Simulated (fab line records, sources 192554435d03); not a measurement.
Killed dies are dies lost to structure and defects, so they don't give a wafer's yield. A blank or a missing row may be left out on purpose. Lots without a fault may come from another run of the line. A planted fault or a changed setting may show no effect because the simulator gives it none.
Tool commonality check | flow n5_finfet | 10 lots, 28 wafers sampled

WHY IT WAS OPENED
At N5_BEOL_M15_THK_MEAS_50 the reading M15_THK is flagged on 3 of 10 lots. Wafers without a fault read 846 nm, standard deviation 22.
Rule: a lot is flagged when every wafer of it that has a number lies more than 4 standard deviations from that mean, or none has a number. The other lots count as sound.

lot  | measured     | on            | M15_THK (nm), wafer by wafer | flag
L894 | day 12 16:07 | film_metro-01 | 806 858                      |
L898 | day 12 22:56 | film_metro-02 | 836 815                      |
L899 | day 13 16:42 | film_metro-02 | 1810 1835 1817               | FLAGGED
L900 | day 13 22:37 | film_metro-01 | 1855 1842 1878               | FLAGGED
L901 | day 14 04:46 | film_metro-02 | 1848 1844 1868               | FLAGGED
L907 | day 15 00:32 | film_metro-01 | 835 862 839                  |
L911 | day 16 18:05 | film_metro-02 | 859 822 815                  |
L913 | day 17 00:47 | film_metro-01 | 829 867 856                  |
L912 | day 17 07:07 | film_metro-01 | 837 869 832                  |
L915 | day 17 07:24 | film_metro-02 | 811 806 816                  |
The numbers of the flagged lots are 1844 nm on average: +998 nm against the usual, or +45 standard deviations.

WHICH TOOL RAN EACH LOT
The record holds 2 process steps before the reading, out of a route of 1938 steps. In each cell: the tool, then ch and the chambers that the sampled wafers went through, then the start.
lot  | flag    | N5_BEOL_M15_SPUTTER_43       | N5_BEOL_M15_CMP_49
L894 |         | pvd_sputter-02, day 12 15:00 | cmp-03 ch 2,3, day 12 15:56
L898 |         | pvd_sputter-01, day 12 21:34 | cmp-04 ch 1,2, day 12 22:38
L899 | FLAGGED | pvd_sputter-02, day 13 15:35 | cmp-04 ch 0,1,3, day 13 16:26
L900 | FLAGGED | pvd_sputter-02, day 13 21:28 | cmp-03 ch 0,1,2, day 13 22:23
L901 | FLAGGED | pvd_sputter-01, day 14 02:58 | cmp-04 ch 2,3, day 14 04:28
L907 |         | pvd_sputter-03, day 14 23:26 | cmp-04 ch 0,1,3, day 15 00:17
L911 |         | pvd_sputter-02, day 16 16:49 | cmp-04 ch 0,1,2, day 16 17:50
L913 |         | pvd_sputter-01, day 16 23:35 | cmp-04 ch 0,2,3, day 17 00:32
L912 |         | pvd_sputter-03, day 17 06:01 | cmp-04 ch 1,3, day 17 06:50
L915 |         | pvd_sputter-01, day 17 06:17 | cmp-03 ch 0,1,2, day 17 07:07
What these steps do:
- N5_BEOL_M15_SPUTTER_43: material TaN, target thk 15 nm, time 24.19 s.
- N5_BEOL_M15_CMP_49: polishes, stops on SiO2, t overpolish 4.9 s, target thk 850 nm.
- N5_BEOL_M15_THK_MEAS_50: measures by xrf.

FLAGGED OVER TOTAL, TOOL BY TOOL (the gauges that took the reading come last)
step                    | tool           | lots run | flagged | share of the flagged lots | sound lots run after its first flagged lot
N5_BEOL_M15_SPUTTER_43  | pvd_sputter-01 | 4        | 1       | some                      | 2 (L913,L915)
N5_BEOL_M15_SPUTTER_43  | pvd_sputter-02 | 4        | 2       | some                      | 1 (L911)
N5_BEOL_M15_SPUTTER_43  | pvd_sputter-03 | 2        | 0       | none                      | -
N5_BEOL_M15_CMP_49      | cmp-03         | 3        | 1       | some                      | 1 (L915)
N5_BEOL_M15_CMP_49      | cmp-04         | 7        | 2       | some                      | 4 (L907,L911,L913,L912)
N5_BEOL_M15_THK_MEAS_50 | film_metro-01  | 5        | 1       | some                      | 3 (L907,L913,L912)
N5_BEOL_M15_THK_MEAS_50 | film_metro-02  | 5        | 2       | some                      | 2 (L911,L915)

WHAT THE TABLE ALLOWS
No row of the table ran every flagged lot.

WHAT THE SIMULATOR HAD PUT IN
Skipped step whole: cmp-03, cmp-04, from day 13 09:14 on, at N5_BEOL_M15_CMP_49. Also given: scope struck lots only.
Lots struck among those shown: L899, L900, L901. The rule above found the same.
